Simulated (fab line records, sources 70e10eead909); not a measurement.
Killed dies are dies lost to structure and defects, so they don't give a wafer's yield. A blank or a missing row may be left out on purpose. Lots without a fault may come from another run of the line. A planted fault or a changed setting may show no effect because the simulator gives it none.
A struck lot beside a sound one | flow nand_harc | 14 steps out of a route of 1302
Sound: wafers L817.2, L817.3, L817.6. Struck: wafers L809.3, L809.5. (L809.2 of the same lot was not struck and is left out.) The cause comes at the end.
At each step with rows: each side's tool, then ch and its chambers, then its first start. Under that, the readings that differ: sound wafers | struck wafers | difference of the means | sigmas: that difference in standard deviations of wafers without a fault.
alike: readings whose means differ by less than 2 such deviations, and words and numbers that are the same on both sides. not compared: withheld readings, readings that some wafer has no value for, bounds like >300 that may hide the same value, and numbers for which the record gives no deviation and whose values overlap.
The two part at a step that has a row with sigmas, a row that says differs or no value, or rows on one side only. Numbers that don't overlap but have no deviation are shown without sigmas and don't part them. A reading that every wafer of one side lacks parts them only if that side has two wafers or more.

first, 8 steps without rows for these wafers: NHARC_THIN_TSV_DEHYDRATE_25 (time 120 s); NHARC_THIN_TSV_HMDS_26 (time 30 s); NHARC_THIN_TSV_COAT_27; NHARC_THIN_TSV_SOFTBAKE_28 (time 95 s); NHARC_THIN_TSV_EBR_29; NHARC_THIN_TSV_EXPOSE_30 (exposes mask PAD); NHARC_THIN_TSV_PEB_31 (peb time 85 s); NHARC_THIN_TSV_DEVELOP_32 (time 70 s).
NHARC_THIN_TSV_CD_MEAS_33: target cd 5000 nm.
  sound on cd_sem-02 ch 0, day 31 15:41; struck on cd_sem-02 ch 0, day 28 22:28
  alike: cd_nm
then, 1 step without rows for these wafers: NHARC_THIN_TSV_HARDBAKE_34 (time 80 s).
NHARC_THIN_TSV_DESCUM_35: chemistry O2, time 3 s.
  sound on rie_diel-08 ch 0,1, day 31 15:51; struck on rie_diel-03 ch 0,3, day 28 22:37
  alike: drypump_motor_current_A, oes_product_au, rf_vpp_V, showerhead_plenum_p_Torr, throttle_valve_pct
  not compared: rf_hours_counter_h
NHARC_THIN_TSV_ETCH_59: etches the open film in Cl2/BCl3, target depth 880 nm, time 138.1 s.
  sound on rie_metal-01 ch 0,1, day 31 15:59; struck on rie_metal-01 ch 1, day 28 22:47
  alike: drypump_motor_current_A, oes_product_au, throttle_valve_pct
  not compared: rf_hours_counter_h
NHARC_THIN_TSV_ETCH_36: etches the open film in Cl2/BCl3, target depth 65 nm, time 18.571 s.
  sound on rie_metal-01 ch 0,1, day 31 16:14; struck on rie_metal-01 ch 0, day 28 23:00
  reading               | sound             | struck      | difference | sigmas
  oes_product_au (a.u.) | 1.007 0.999 0.990 | 0.845 0.848 | -0.152     | -11
  alike: drypump_motor_current_A
  not compared: rf_hours_counter_h
NHARC_THIN_TSV_STRIP_56: strips in O2.
  sound on plasma_asher-01 ch 0,1, day 31 16:23; struck on plasma_asher-02 ch 0,1, day 28 23:06
  alike: drypump_motor_current_A, heater_power_w
  not compared: rf_hours_counter_h

WHERE THEY PART
Only at NHARC_THIN_TSV_ETCH_36, within this record. Later steps at which nothing parts them and some readings are alike: NHARC_THIN_TSV_STRIP_56.

WHY: what the simulator had put in
Process parameter drift: rie_metal-01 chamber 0, from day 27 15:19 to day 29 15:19, at NHARC_THIN_TSV_ETCH_36. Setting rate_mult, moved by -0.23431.
